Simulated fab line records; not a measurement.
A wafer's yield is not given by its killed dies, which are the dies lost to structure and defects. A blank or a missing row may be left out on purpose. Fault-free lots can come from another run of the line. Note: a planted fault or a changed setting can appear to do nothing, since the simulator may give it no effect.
fab line records | flow n5-finfet
record: lots: 7 wafers: 21
route steps=1938 shown SD_EPI_P@296 SD_ACTIVATION@330 HKMG_FIN@392 MOL_CONTACT_COAG@563 BEOL_M0_SAQP@633 BEOL_M0_CUTY@713
start-h: the number of hours between the record's first day and the start of the first shown wafer of the lot | wait-h: hours elapsed since this lot's preceding step | " as in the row above | L1.1+2: one row covering several wafers at once | - value missing, or start not given | * or withheld: withheld | < > ~ a bound
route shown NAME@n: names a module that has steps shown in the file, with the first one's number in the route | usual: the fault-free wafers' mean and standard deviation | same: alike in all rows | chamber/n: place in a boat | sites: per-site readings | _std_site: standard deviation across them | _edge_site: outer sites' mean less inner sites' | radius-mm: how far each site lies from the wafer's centre | mask NAME#n: copy n | behind: the most recent tool/chamber to have shaped the wafer | hold: the reason the lot was held/the length of the hold in hours/how it ended | device: whichever transistor did not switch (one of n, p or np) | end of line: tests of these same wafers at the route's end | where a step has no rows: the recipe by itself | killed: dies that structure and defects cost at the first sort, which is not the same as the wafer's yield | map: a wafer's dies, marking killed ones x, the rest . and places with no die _
set.NAME: the setting the step ran with; set.NAME@STEP: the setting that earlier step ran with | model.NAME: the simulator's own value behind a step, which no gauge read
lots with deliberately changed settings; one table per step, one row per wafer
== steps ==
step: N5_SD_EPI_P_COAT_35
recipe: resist: SiARC temp-c: 220 time-s: 60 spin-rpm: 1500 resist-thk-nm: 35
columns lot.wafer tool chamber start-h wait-h set.spin-rpm model.SiARC_of_SD_EPI_P_COAT_35.thk-nm
L077.1+2+6 litho-track-04 0 - - 1500 35.2
L079.2+4 litho-track-04 0 - - 1500 35
L079.6 " 0 " " 1500 35.2
L080.3+6 litho-track-04 0 - - 1658 33.4
L080.4 " 0 " " 1500 35.2
L081.1 litho-track-05 0 - - 1368 36.6
L081.2+3 " 0 " " 1500 35.2
L083.1+3 litho-track-05 0 - - 1500 35
L083.6 " 0 " " 1577 34
L085.2+4+6 litho-track-02 0 - - 1500 35
L096.4+6 litho-track-04 0 - - 1500 34.8
L096.5 " 0 " " 1500 35
step: N5_SD_EPI_P_COAT_03
recipe: resist: CAR-ArF-block spin-rpm: 1500 resist-thk-nm: 150
step: N5_SD_EPI_P_EBR_05
recipe: solvent: PGMEA ebr-width-mm: 1.5
step: N5_SD_EPI_P_DESCUM_14
recipe: chemistry: O2 time-s: 7.9 source-power-w: 50 bias-power-w: 20 pressure-mtorr: 20 rf-frequency-hz: 2.712e+07 temp-c: 40 resist: CAR-ArF-block o2-flow-sccm: 225
step: N5_SD_EPI_P_ETCH_36
recipe: chemistry: CF4 target: SiARC target-depth-a: 455 mask-material: CAR-ArF-block time-s: 75.8 ion-energy-ev: 80 pressure-mtorr: 40 source-w: 545 bias-w: 36 Ar_flow_sccm: 100 cf4-flow-sccm: 100 ends: cleared
columns lot.wafer tool chamber start-h wait-h set.spin-rpm@SD_EPI_P_COAT_35 model.etch.depth-nm model.CAR-ArF-block_of_SD_EPI_P_COAT_03.thk-nm
L077.1 rie-diel-03 1 71.76 0.0 1500 35.2 110.4
L077.2 " 3 " " 1500 35.16 110.8
L077.6 " 3 " " 1500 35.26 111
L079.2 rie-diel-05 2 85.19 0.0 1500 35.03 111.4
L079.4 " 3 " " 1500 35.04 111.2
L079.6 " 3 " " 1500 35.17 110.8
L080.3 rie-diel-05 1 94.78 0.0 1658 33.33 112.8
L080.4 " 3 " " 1500 35.16 111.2
L080.6 " 2 " " 1658 33.41 112.8
L081.1 rie-diel-04 0 102.26 0.0 1368 36.66 109.6
L081.2 " 2 " " 1500 35.19 111.2
L081.3 " 1 " " 1500 35.15 111
L083.1 rie-diel-05 3 108.83 0.0 1500 34.98 112
L083.3 " 0 " " 1500 34.91 111.8
L083.6 " 1 " " 1577 34.07 113
L085.2 rie-diel-05 2 124.39 0.0 1500 35.02 110.6
L085.4 " 1 " " 1500 35.07 110.6
L085.6 " 2 " " 1500 35.04 110
L096.4 rie-diel-05 3 187.03 0.0 1500 34.84 111.6
L096.5 " 0 " " 1500 34.91 110.8
L096.6 " 1 " " 1500 34.89 111
step: N5_SD_EPI_P_ETCH_37
recipe: chemistry: N2/H2 target: SOC overetch-a: 1080 mask-material: SiARC temp-c: 40 ion-energy-ev: 100 source-w: 3000 bias-w: 133 pressure-mtorr: 20 time-s: 486 n2-flow-sccm: 200 h2-flow-sccm: 200 ends: end-point
columns lot.wafer tool chamber start-h wait-h set.spin-rpm@SD_EPI_P_COAT_35 model.SiARC_of_SD_EPI_P_COAT_35.thk-nm
L077.1+2 rie-diel-03 1,3 71.84 0.1 1500 19.6
L077.6 " 3 " " 1500 19.8
L079.2 rie-diel-05 2 85.25 0.0 1500 20
L079.4 " 3 " " 1500 19.4
L079.6 " 3 " " 1500 19.6
L080.3 rie-diel-05 1 94.83 0.0 1658 18
L080.4 " 3 " " 1500 19.6
L080.6 " 2 " " 1658 18.4
L081.1 rie-diel-04 0 102.32 0.0 1368 21.2
L081.2 " 2 " " 1500 20.2
L081.3 " 1 " " 1500 20.4
L083.1 rie-diel-05 3 108.89 0.0 1500 19.4
L083.3 " 0 " " 1500 19.6
L083.6 " 1 " " 1577 18.8
L085.2 rie-diel-05 2 124.44 0.0 1500 20
L085.4 " 1 " " 1500 19.6
L085.6 " 2 " " 1500 19.8
L096.4+5 rie-diel-05 3,0 187.09 0.0 1500 19.6
L096.6 " 1 " " 1500 19.8
step: N5_SD_EPI_P_STRIP_38
recipe: chemistry: N2/H2 temp-c: 40 n2-flow-sccm: 200 h2-flow-sccm: 200 rf-frequency-hz: 6e+07
step: N5_SD_EPI_P_ETCHBACK_46
recipe: chemistry: CH3F/O2 mode: anisotropic-etchback target: SiNx target-depth-a: 175 stop-on: SiO2 over-etch-frac: 0.3 ion-energy-ev: 120 pressure-mtorr: 30 source-w: 395 bias-w: 73 Ar_flow_sccm: 150 CH3F_flow_sccm: 30 O2_flow_sccm: 20
step: N5_SD_EPI_P_HM_STRIP_48
recipe: chemistry: H3PO4 temp-c: 160 material: SiNx target: SiNx target-depth-a: 30 overetch-fraction: 0.3
step: N5_SD_EPI_P_SRD_49
recipe: dry: ipa-marangoni time-s: 30 temp-c: 23 rinse-liquid: diw
step: N5_SD_EPI_P_PRECLEAN_24
recipe: chemistry: O3/DIW time-s: 45 temp-c: 22 o3-ppm: 10
columns lot.wafer tool chamber start-h wait-h set.temp-c@SD_EPI_N_EPI_21 model.Si-P_of_SD_EPI_N_EPI_21.thk-nm
L077.1 wet-bench-03 6 75.69 0.0 680 58.2
L077.2 " 7 " " 682 61
L077.6 " 0 " " 682 60.6
L079.2 wet-bench-03 0 88.81 0.0 680 58.6
L079.4 " 5 " " 680 57.6
L079.6 " 4 " " 682.4 60.8
L080.3 wet-bench-03 0 98.39 0.0 680 57.6
L080.4+6 " 1,3 " " 680 56.6
L081.1+3 wet-bench-03 2,3 105.90 0.0 680 58.2
L081.2 " 0 " " 675.5 54.6
L083.1 wet-bench-03 6 112.45 0.0 676.9 55.4
L083.3 " 0 " " 680 58.2
L083.6 " 3 " " 680 58
L085.2 wet-bench-04 3 128.03 0.0 676.2 54.8
L085.4 " 5 " " 676.2 54.6
L085.6 " 6 " " 680 59.4
L096.4 wet-bench-03 0 190.72 0.0 680 57.4
L096.5 " 3 " " 680 58.2
L096.6 " 7 " " 680 58
step: N5_SD_EPI_P_PRECLEAN_32
recipe: chemistry: dHF time-s: 10 dilution: 500:1 temp-c: 25
step: N5_SD_EPI_P_PRECLEAN_33
recipe: chemistry: SC2 time-s: 45 temp-c: 35 mix: 1:1:50
step: N5_SD_ACTIVATION_RTA_00
recipe: temp-c: 975 time-s: 0 ambient: N2 idle-temp-c: 600 ramp-up-c-per-s: 150 ramp-down-c-per-s: 60 cool-to-c: 600
step: N5_SD_ACTIVATION_LSA_01
recipe: temp-c: 1080 time-s: 0.0008 ambient: N2
step: N5_SD_ACTIVATION_RS_MEAS_03
recipe: thk-meas-gauge: four-point-probe
usual: RS_SD_N: 21.97/0.29 RS_SD_P: 56.0/1
columns lot.wafer tool chamber start-h wait-h set.temp-c@SD_EPI_N_EPI_21 RS_SD_N[ohm/sq] RS_SD_P[ohm/sq]
L077.1 film-metro-02 - 76.19 0.2 680 21.72 54.0
L077.2 " - " " 682 21.13 55.4
L077.6 " - " " 682 21.21 54.3
L079.2 film-metro-01 - 89.35 0.2 680 21.73 54.5
L079.4 " - " " 680 22.22 54.7
L079.6 " - " " 682.4 21.09 54.6
L080.3 film-metro-01 - 98.93 0.2 680 21.97 55.6
L080.4 " - " " 680 22.52 56.6
L080.6 " - " " 680 22.41 56.7
L081.1 film-metro-01 - 106.49 0.2 680 22.00 56.1
L081.2 " - " " 675.5 23.25 56.3
L081.3 " - " " 680 21.63 56.2
L083.1 film-metro-01 - 112.95 0.2 676.9 22.97 57.3
L083.3 " - " " 680 22.10 58.6
L083.6 " - " " 680 21.69 58.0
L085.2 film-metro-01 - 128.79 0.2 676.2 23.24 55.9
L085.4 " - " " 676.2 23.45 55.3
L085.6 " - " " 680 21.37 56.2
L096.4 film-metro-01 - 191.46 0.1 680 22.09 56.5
L096.5 " - " " 680 21.69 56.7
L096.6 " - " " 680 21.81 56.6
step: N5_HKMG_FIN_COAT_43
recipe: resist: CAR-ArF spin-rpm: 1500 resist-thk-nm: 90
columns lot.wafer tool chamber start-h wait-h set.spin-rpm model.CAR-ArF_of_HKMG_FIN_COAT_43.thk-nm
L077.1 litho-track-02 0 - - 1397 93
L077.2 " 0 " " 1397 92.8
L077.6 " 0 " " 1500 89.6
L079.2 litho-track-04 0 - - 1500 90
L079.4+6 " 0 " " 1500 90.2
L080.3 litho-track-01 0 - - 1581 87.6
L080.4+6 " 0 " " 1500 89.8
L081.1+2 litho-track-01 0 - - 1598 87.4
L081.3 " 0 " " 1598 87.6
L083.1+3 litho-track-04 0 - - 1500 90
L083.6 " 0 " " 1551 88.6
L085.2 litho-track-02 0 - - 1500 90.4
L085.4 " 0 " " 1500 90.2
L085.6 " 0 " " 1596 87.4
L096.4+5+6 litho-track-01 0 - - 1500 90
step: N5_HKMG_FIN_ETCH_54
recipe: chemistry: CF4 target: SiARC target-depth-a: 455 mask-material: CAR-ArF time-s: 75.8 ion-energy-ev: 80 pressure-mtorr: 40 source-w: 545 bias-w: 36 Ar_flow_sccm: 100 cf4-flow-sccm: 100 ends: cleared
usual: etch-rf-on-time-s: 75.6/1.9 rf-vpp-V: 184.2/1.1
columns lot.wafer tool chamber start-h wait-h set.source-w set.spin-rpm@HKMG_FIN_COAT_43 etch-rf-on-time-s rf-vpp-V model.CAR-ArF_of_HKMG_FIN_COAT_43.thk-nm
L077.1 rie-diel-01 3 90.59 0.0 502 1397 80.2 189.0 54
L077.2 " 0 " " 545 1397 73.3 185.2 53.6
L077.6 " 3 " " 502 1500 79.5 189.5 50.6
L079.2 rie-diel-02 3 102.28 0.0 545 1500 77.0 186.2 50.8
L079.4 " 2 " " 463.9 1500 83.7 194.0 51
L079.6 " 0 " " 545 1500 77.0 184.7 51
L080.3 rie-diel-06 2 112.18 0.0 545 1581 74.6 185.8 48.6
L080.4 " 0 " " 545 1500 75.7 184.6 50.8
L080.6 " 1 " " 500.7 1500 83.4 190.3 51
L081.1 rie-diel-02 3 119.42 0.0 545 1598 76.2 184.7 48.2
L081.2 " 0 " " 545 1598 76.8 183.7 48.2
L081.3 " 2 " " 505.5 1598 77.0 187.4 48.4
L083.1 rie-diel-02 3 125.97 0.0 545 1500 76.2 184.7 51
L083.3 " 1 " " 465.4 1500 90.5 194.3 51
L083.6 " 0 " " 545 1551 76.3 183.3 49.6
L085.2 rie-diel-02 1 143.71 0.0 545 1500 78.1 184.1 51.4
L085.4 " 0 " " 545 1500 75.4 183.6 51.2
L085.6 " 1 " " 545 1596 78.4 184.8 48.2
L096.4 rie-diel-01 2 205.32 0.0 545 1500 75.9 184.8 50.8
L096.5 " 0 " " 545 1500 74.8 183.2 50.8
L096.6 " 1 " " 545 1500 77.6 184.2 50.8
step: N5_MOL_CONTACT_COAG_PECVD_31
recipe: material: SiO2 target-thk-a: 460 temp-c: 400 precursor: TEOS/O2 pressure-torr: 6.5 rf-w: withheld teos-flow-sccm: withheld gas: O2 flow-sccm: 2650 time-s: 8.9
columns lot.wafer tool chamber start-h wait-h set.temp-c model.SiO2_of_MOL_CONTACT_COAG_PECVD_31.thk-nm
L077.1 pecvd-04 1 116.30 0.3 400 46
L077.2 " 0 " " 400 45.8
L077.6 " 2 " " 412.7 42.4
L079.2 pecvd-02 1 128.78 0.3 416 39.6
L079.4 " 2 " " 400 46.8
L079.6 " 1 " " 416 40.8
L080.3 pecvd-02 0 138.74 0.3 384.1 49.8
L080.4 " 0 " " 384.1 50.6
L080.6 " 2 " " 400 46.4
L081.1 pecvd-04 2 146.44 0.3 407.4 43
L081.2 " 0 " " 407.4 44
L081.3 " 1 " " 400 46.2
L083.1 pecvd-04 1 149.28 0.3 400 46.2
L083.3 " 2 " " 400 45.2
L083.6 " 2 " " 400 46
L085.2 pecvd-01 0 170.60 0.3 400 46.2
L085.4 " 0 " " 393.9 48.8
L085.6 " 2 " " 393.9 48.2
L096.4 pecvd-04 1 232.45 0.3 400 46.6
L096.5 " 0 " " 400 46.2
L096.6 " 2 " " 400 45.2
step: N5_MOL_CONTACT_COAG_COAT_75
recipe: resist: SOC temp-c: 250 time-s: 60 spin-rpm: 1500 resist-thk-nm: 60
step: N5_MOL_CONTACT_COAG_COAT_76
recipe: resist: SiARC temp-c: 220 time-s: 60 spin-rpm: 1500 resist-thk-nm: 10
step: N5_MOL_CONTACT_COAG_ETCHBACK_135
recipe: chemistry: CHF3 target: SiO2 target-depth-a: 250 time-s: 16.7 ion-energy-ev: 200 pressure-mtorr: 30 source-w: 610 bias-w: 170 Ar_flow_sccm: 200 CHF3_flow_sccm: 50
step: N5_MOL_CONTACT_COAG_STRIP_118
recipe: chemistry: CHF3 resist: SiARC rf-frequency-hz: 6e+07
step: N5_MOL_CONTACT_COAG_VIA_ETCH_46
recipe: chemistry: C4F6/O2 target-depth-a: 460 overetch-a: 92 mask-material: SOC target: SiO2 bias-w: 455 pressure-mtorr: 10 time-s: 40 source-w: 325 Ar_flow_sccm: 300 C4F6_flow_sccm: 10 O2_flow_sccm: 10 ion-energy-ev: 575.3 ends: end-point
columns lot.wafer tool chamber start-h wait-h set.temp-c@MOL_CONTACT_COAG_PECVD_31 model.etch.depth-nm
L077.1 rie-diel-02 0 117.23 0.0 400 45.97
L077.2 " 3 " " 400 45.7
L077.6 " 1 " " 412.7 42.46
L079.2 rie-diel-01 3 130.19 0.0 416 39.64
L079.4 " 0 " " 400 46.75
L079.6 " 2 " " 416 40.75
L080.3 rie-diel-01 1 140.29 0.0 384.1 49.78
L080.4 " 0 " " 384.1 50.54
L080.6 " 2 " " 400 46.34
L081.1 rie-diel-06 1 147.44 0.0 407.4 42.99
L081.2 " 2 " " 407.4 43.95
L081.3 " 3 " " 400 46.14
L083.1 rie-diel-06 2 150.33 0.0 400 46.12
L083.3 " 3 " " 400 45.19
L083.6 " 3 " " 400 45.91
L085.2 rie-diel-01 3 171.53 0.0 400 46.14
L085.4 " 2 " " 393.9 48.73
L085.6 " 1 " " 393.9 48.23
L096.4 rie-diel-02 2 233.36 0.0 400 46.62
L096.5 " 0 " " 400 46.22
L096.6 " 3 " " 400 45.26
step: N5_BEOL_M0_SAQP_ILD_DEP_01
recipe: material: SiOC target-thk-a: 454.19 temp-c: 350 precursor: DEMS/O2 pressure-torr: 5 rf-w: 500 time-s: 8.7
columns lot.wafer tool chamber start-h wait-h set.time-s model.SiOC_of_BEOL_M0_SAQP_ILD_DEP_01.thk-nm
L077.1 pecvd-04 1 123.35 0.0 8.7 44.6
L077.2 " 2 " " 8.7 45
L077.6 " 2 " " 8.7 45.6
L079.2 pecvd-04 0 136.34 0.0 8.7 45.2
L079.4+6 " 0,2 " " 8.7 46
L080.3 pecvd-03 0 146.30 0.0 8.7 44.8
L080.4 " 2 " " 7.613 40.2
L080.6 " 1 " " 7.613 40.6
L081.1 pecvd-03 0 155.86 0.0 8.7 44.4
L081.2 " 1 " " 8.7 45.2
L081.3 " 2 " " 8.7 45
L083.1 pecvd-04 1 158.84 0.0 8.7 44.6
L083.3 " 2 " " 8.7 45
L083.6 " 0 " " 7.771 40.6
L085.2 pecvd-03 2 178.57 0.0 8.7 44.4
L085.4+6 " 2,0 " " 8.7 45.2
L096.4 pecvd-01 1 239.34 0.0 8.7 45.8
L096.5+6 " 2,0 " " 8.7 46.2
step: N5_BEOL_M0_SAQP_HM_DEP_111
recipe: material: SiO2 target-thk-a: 120 temp-c: 400 precursor: SiH4/N2O pressure-torr: 0.75 rf-w: 275 time-s: 7.2
columns lot.wafer tool chamber start-h wait-h set.time-s model.SiO2_of_BEOL_M0_SAQP_HM_DEP_111.thk-nm
L077.1+2 pecvd-04 2,1 125.63 0.0 7.2 11.8
L077.6 " 2 " " 8.244 13.8
L079.2 pecvd-01 2 137.79 0.0 7.555 12.4
L079.4 " 1 " " 7.2 12
L079.6 " 2 " " 7.2 12.2
L080.3 pecvd-01 1 147.79 0.1 7.2 12.2
L080.4+6 " 2 " " 7.2 12.4
L081.1+2+3 pecvd-04 0,2,1 156.36 0.0 7.2 12
L083.1 pecvd-03 2 160.81 0.0 7.2 12.2
L083.3 " 0 " " 6.846 11.4
L083.6 " 1 " " 7.2 12
L085.2 pecvd-04 2 180.65 0.0 7.2 11.8
L085.4+6 " 0,1 " " 7.2 12
L096.4+5+6 pecvd-03 1,2,0 240.54 0.1 7.2 12.2
step: N5_BEOL_M0_SAQP_COAT_81
recipe: resist: SOC temp-c: 250 time-s: 60 spin-rpm: 1500 resist-thk-nm: 100
step: N5_BEOL_M0_SAQP_COAT_82
recipe: resist: SiARC temp-c: 220 time-s: 60 spin-rpm: 1500 resist-thk-nm: 30
step: N5_BEOL_M0_SAQP_ETCH_84
recipe: chemistry: N2/H2 target: SOC target-depth-a: 1000 overetch-a: 200 mask-material: SiARC temp-c: 40 time-s: 150 ion-energy-ev: 200 pressure-mtorr: 30 source-w: 840 bias-w: 150 n2-flow-sccm: 200 h2-flow-sccm: 200
step: N5_BEOL_M0_SAQP_STRIP_80
recipe: chemistry: N2/H2 temp-c: 40 n2-flow-sccm: 200 h2-flow-sccm: 200 rf-frequency-hz: 6e+07
step: N5_BEOL_M0_SAQP_HM_OPEN_112
recipe: chemistry: CHF3/O2 target: SiO2 stop-on: a-Si target-depth-a: 120 over-etch-frac: 1.25 mask-material: SOC time-s: 13.5 pressure-mtorr: 30 source-w: 650 bias-w: 170 Ar_flow_sccm: 200 CHF3_flow_sccm: 50 O2_flow_sccm: 5 ion-energy-ev: 200 ends: end-point
columns lot.wafer tool chamber start-h wait-h set.time-s@BEOL_M0_SAQP_HM_DEP_111 model.etch.depth-nm
L077.1 rie-diel-04 3 126.43 0.0 7.2 11.81
L077.2 " 2 " " 7.2 11.88
L077.6 " 1 " " 8.244 13.81
L079.2 rie-diel-04 1 138.42 0.0 7.555 12.5
L079.4 " 2 " " 7.2 11.92
L079.6 " 3 " " 7.2 12.15
L080.3 rie-diel-03 3 148.51 0.0 7.2 12.23
L080.4 " 2 " " 7.2 12.3
L080.6 " 0 " " 7.2 12.38
L081.1 rie-diel-04 2 157.13 0.0 7.2 11.99
L081.2 " 3 " " 7.2 11.91
L081.3 " 0 " " 7.2 12.06
L083.1 rie-diel-05 0 161.53 0.0 7.2 12.21
L083.3 " 3 " " 6.846 11.38
L083.6 " 2 " " 7.2 12.03
L085.2 rie-diel-03 0 181.43 0.0 7.2 11.76
L085.4 " 2 " " 7.2 12.1
L085.6 " 3 " " 7.2 11.98
L096.4 rie-diel-03 2 241.24 0.0 7.2 12.26
L096.5 " 0 " " 7.2 12.28
L096.6 " 3 " " 7.2 12.29
step: N5_BEOL_M0_SAQP_STRIP_113
recipe: chemistry: CHF3/O2 resist: SiARC rf-frequency-hz: 6e+07
step: N5_BEOL_M0_SAQP_MANDREL_ETCH_20
recipe: target-depth-a: 600 chemistry: HBr/Cl2 target: a-Si stop-on: SiNx bt-time-s: 10 mask-material: SOC over-etch-frac: 0.5 time-s: 30 pressure-mtorr: 10 icp-w: 800 bias-w: 75 HBr_flow_sccm: 150 Cl2_flow_sccm: 80 ends: end-point
step: N5_BEOL_M0_SAQP_STRIP_86
recipe: chemistry: N2/H2 power-w: 500 temp-c: 40 pressure-mtorr: 50 rf-frequency-hz: 6e+07 overash-fraction: 0.3 bias-power-w: 28 h2-frac: 0.5 n2-flow-sccm: 300 h2-flow-sccm: 300
step: N5_BEOL_M0_SAQP_STRIP_115
recipe: chemistry: post-etch-residue-remover time-s: 60 temp-c: 25 remover-ph: withheld remover-water-wt-pct: withheld remover-fluoride-wt-pct: withheld
columns lot.wafer tool chamber start-h wait-h set.time-s@BEOL_M0_SAQP_HM_DEP_111 model.SiO2_of_BEOL_M0_SAQP_HM_DEP_111.thk-nm
L077.1+2 wet-bench-05 6,1 126.85 - 7.2 11.8
L077.6 " 5 " " 8.244 13.8
L079.2 wet-bench-05 0 138.67 - 7.555 12.4
L079.4 " 6 " " 7.2 11.8
L079.6 " 5 " " 7.2 12
L080.3+4+6 wet-bench-03 3,1,4 148.76 - 7.2 12.2
L081.1+2 wet-bench-03 3,2 157.38 - 7.2 11.8
L081.3 " 4 " " 7.2 12
L083.1 wet-bench-05 2 161.79 - 7.2 12.2
L083.3 " 6 " " 6.846 11.2
L083.6 " 5 " " 7.2 12
L085.2 wet-bench-04 7 181.78 - 7.2 11.6
L085.4 " 6 " " 7.2 12
L085.6 " 4 " " 7.2 11.8
L096.4+5+6 wet-bench-04 6,5,7 241.49 - 7.2 12.2
step: N5_BEOL_M0_CUTY_ETCH_63
recipe: chemistry: N2/H2 target: SOC target-depth-a: 827 overetch-a: 165 mask-material: SiARC temp-c: 40 ion-energy-ev: 200 time-s: 124 pressure-mtorr: 30 source-w: 840 bias-w: 150 n2-flow-sccm: 200 h2-flow-sccm: 200
usual: rf-vpp-V: 523.6/2.3
columns lot.wafer tool chamber start-h wait-h set.source-w rf-vpp-V
L077.1 rie-diel-02 3 133.14 0.0 840 525.9
L077.2 " 0 " " 909.1 510.7
L077.6 " 1 " " 840 526.1
L079.2 rie-diel-06 1 144.23 0.0 910.1 514.2
L079.4 " 3 " " 840 521.8
L079.6 " 1 " " 840 526.9
L080.3 rie-diel-06 1 153.87 0.0 840 526.8
L080.4 " 3 " " 840 520.8
L080.6 " 1 " " 840 526.7
L081.1 rie-diel-01 2 162.22 0.0 840 524.2
L081.2 " 1 " " 840 520.9
L081.3 " 3 " " 840 522.1
L083.1 rie-diel-02 1 168.25 0.0 840 527.1
L083.3 " 3 " " 840 526.9
L083.6 " 2 " " 840 521.7
L085.2 rie-diel-01 0 188.23 0.0 794 534.6
L085.4 " 1 " " 840 521.5
L085.6 " 0 " " 840 524.7
L096.4 rie-diel-01 3 246.88 0.0 840 522.7
L096.5 " 2 " " 840 523.3
L096.6 " 1 " " 840 521.8
== key ==
split: step: N5_SD_EPI_P_COAT_35 setting: spin-rpm stated: 1500 by: wafer
response: step: N5_SD_EPI_P_COAT_35 reading: model.SiARC_of_SD_EPI_P_COAT_35.thk-nm change: -0.17 per: 1% r: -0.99
response: step: N5_SD_EPI_P_ETCH_36 reading: model.etch.depth-nm change: -0.17 per: 1% r: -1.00
response: step: N5_SD_EPI_P_ETCH_36 reading: model.CAR-ArF-block_of_SD_EPI_P_COAT_03.thk-nm change: +0.166 per: 1% r: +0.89
response: step: N5_SD_EPI_P_ETCH_37 reading: model.SiARC_of_SD_EPI_P_COAT_35.thk-nm change: -0.122 per: 1% r: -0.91
split: step: N5_HKMG_FIN_COAT_43 setting: spin-rpm stated: 1500 by: wafer
response: step: N5_HKMG_FIN_COAT_43 reading: model.CAR-ArF_of_HKMG_FIN_COAT_43.thk-nm change: -0.449 per: 1% r: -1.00
response: step: N5_HKMG_FIN_ETCH_54 reading: model.CAR-ArF_of_HKMG_FIN_COAT_43.thk-nm change: -0.458 per: 1% r: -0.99
split: step: N5_HKMG_FIN_ETCH_54 setting: source-w stated: 545 by: wafer
response: step: N5_HKMG_FIN_ETCH_54 reading: etch-rf-on-time-s change: * per: 1% r: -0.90
response: step: N5_HKMG_FIN_ETCH_54 reading: rf-vpp-V change: -0.609 per: 1% r: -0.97
split: step: N5_MOL_CONTACT_COAG_PECVD_31 setting: temp-c stated: 400 by: wafer
response: step: N5_MOL_CONTACT_COAG_PECVD_31 reading: model.SiO2_of_MOL_CONTACT_COAG_PECVD_31.thk-nm change: -1.28 per: 1% r: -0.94
response: step: N5_MOL_CONTACT_COAG_VIA_ETCH_46 reading: model.etch.depth-nm change: -1.27 per: 1% r: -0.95
split: step: N5_BEOL_M0_SAQP_ILD_DEP_01 setting: time-s stated: 8.7 by: wafer
response: step: N5_BEOL_M0_SAQP_ILD_DEP_01 reading: model.SiOC_of_BEOL_M0_SAQP_ILD_DEP_01.thk-nm change: +0.37 per: 1% r: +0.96
split: step: N5_BEOL_M0_SAQP_HM_DEP_111 setting: time-s stated: 7.2 by: wafer
response: step: N5_BEOL_M0_SAQP_HM_DEP_111 reading: model.SiO2_of_BEOL_M0_SAQP_HM_DEP_111.thk-nm change: +0.131 per: 1% r: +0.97
response: step: N5_BEOL_M0_SAQP_HM_OPEN_112 reading: model.etch.depth-nm change: +0.133 per: 1% r: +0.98
response: step: N5_BEOL_M0_SAQP_STRIP_115 reading: model.SiO2_of_BEOL_M0_SAQP_HM_DEP_111.thk-nm change: +0.139 per: 1% r: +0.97
split: step: N5_BEOL_M0_CUTY_ETCH_63 setting: source-w stated: 840 by: wafer
response: step: N5_BEOL_M0_CUTY_ETCH_63 reading: rf-vpp-V change: -1.64 per: 1% r: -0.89
split outside-this-file step=N5_SD_EPI_N_EPI_21 setting=temp-c
split outside-this-file: this setting was split too, and the file shows its column; the key of that split is in another file
